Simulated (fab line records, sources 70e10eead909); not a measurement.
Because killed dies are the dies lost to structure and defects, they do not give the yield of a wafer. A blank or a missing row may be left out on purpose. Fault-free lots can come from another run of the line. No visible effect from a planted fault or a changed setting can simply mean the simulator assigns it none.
Chamber matching -- flow nand harc -- NHARC_A_CHANNEL_FILL_D2_CMP_10 on cmp-02 has 4 sister chambers
The step polishes, target thk 150 nm. 4 wafers are shown with their chamber, then 10 later ones without.

WAFERS, EACH WITH ITS CHAMBER
wafer,chamber,motor current A (A)
L084.2,2,10.1
L087.5,3,12.3
L089.3,0,14.4
L089.4,1,11.1

WAFERS WHOSE CHAMBER IS MISSING
wafer,motor current A (A)
L089.5,9.8
L093.2,10.0
L093.4,10.2
L093.6,11.6
L095.1,10.9
L095.2,10.7
L095.5,10.7
L096.1,14.1
L096.3,10.4
L096.5,11.7

THE CHAMBER EACH PASSED THROUGH
wafer,from the rows above,in truth
L089.5,2,2
L093.2,2,2
L093.4,2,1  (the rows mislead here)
L093.6,can't be placed: 1 or 3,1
L095.1,can't be placed: 1 or 2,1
L095.2,can't be placed: 1 or 2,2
L095.5,can't be placed: 1 or 2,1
L096.1,0,0
L096.3,can't be placed: 2 or 1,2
L096.5,can't be placed: 1 or 3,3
3 of 10 placed correctly. Unplaceable from these rows: 6, with the true chamber sitting among the candidates in 6. Number placed wrongly: 1.
How it was worked out, from the rows above alone: a wafer's distance from a chamber is the root of the sum, over the readings, of the square of ((its reading less the chamber's mean) divided by the reading's scatter). If the next closest chamber is less than 2 further off than the closest, the wafer can't be placed; otherwise it belongs to the closest. The mean given for a chamber averages the wafers shown for that chamber. The scatter: with one shown wafer a chamber, the root of the mean of the squares of how far each hidden wafer lies from its nearest shown one.
